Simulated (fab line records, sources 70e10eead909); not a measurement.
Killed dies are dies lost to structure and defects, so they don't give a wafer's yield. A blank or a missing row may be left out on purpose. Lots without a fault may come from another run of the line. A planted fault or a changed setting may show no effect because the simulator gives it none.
Chamber matching | flow nand_harc | NHARC_P_GATE_DEP_103 on pecvd-04: 3 sister chambers
The step deposits SiON, target thk 30 nm. 3 wafers are shown with their chamber, then 9 later ones without.

WAFERS WITH THEIR CHAMBER
wafer  | chamber | heater_power_w (W)
L090.1 | 0       | 902
L092.2 | 2       | 898
L092.4 | 1       | 750

WAFERS WITHOUT THEIR CHAMBER
wafer  | heater_power_w (W)
L094.1 | 789
L094.3 | 754
L094.4 | 900
L096.1 | 750
L096.2 | 989
L096.5 | 767
L097.2 | 841
L097.4 | 849
L097.6 | 751

WHICH CHAMBER EACH WENT THROUGH
wafer  | from the rows above          | in truth
L094.1 | can't be placed: 1 or 2 or 0 | 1
L094.3 | 1                            | 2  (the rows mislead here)
L094.4 | can't be placed: 0 or 2      | 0
L096.1 | 1                            | 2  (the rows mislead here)
L096.2 | can't be placed: 0 or 2      | 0
L096.5 | 1                            | 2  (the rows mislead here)
L097.2 | can't be placed: 2 or 0 or 1 | 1
L097.4 | can't be placed: 2 or 0 or 1 | 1
L097.6 | 1                            | 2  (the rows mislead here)
Placed correctly: 0 of 9. Can't be placed from these rows: 5 (the true chamber is among the candidates in 5). Placed wrongly: 4.
How it was worked out, from the rows above alone: a wafer's distance from a chamber is the root of the sum, over the readings, of the square of ((its reading less the chamber's mean) divided by the reading's scatter). The wafer belongs to the nearest chamber; if the next one is less than 2 further off, it can't be placed. A chamber's mean is the mean of its shown wafers. The scatter: with one shown wafer a chamber, the root of the mean of the squares of how far each hidden wafer lies from its nearest shown one.
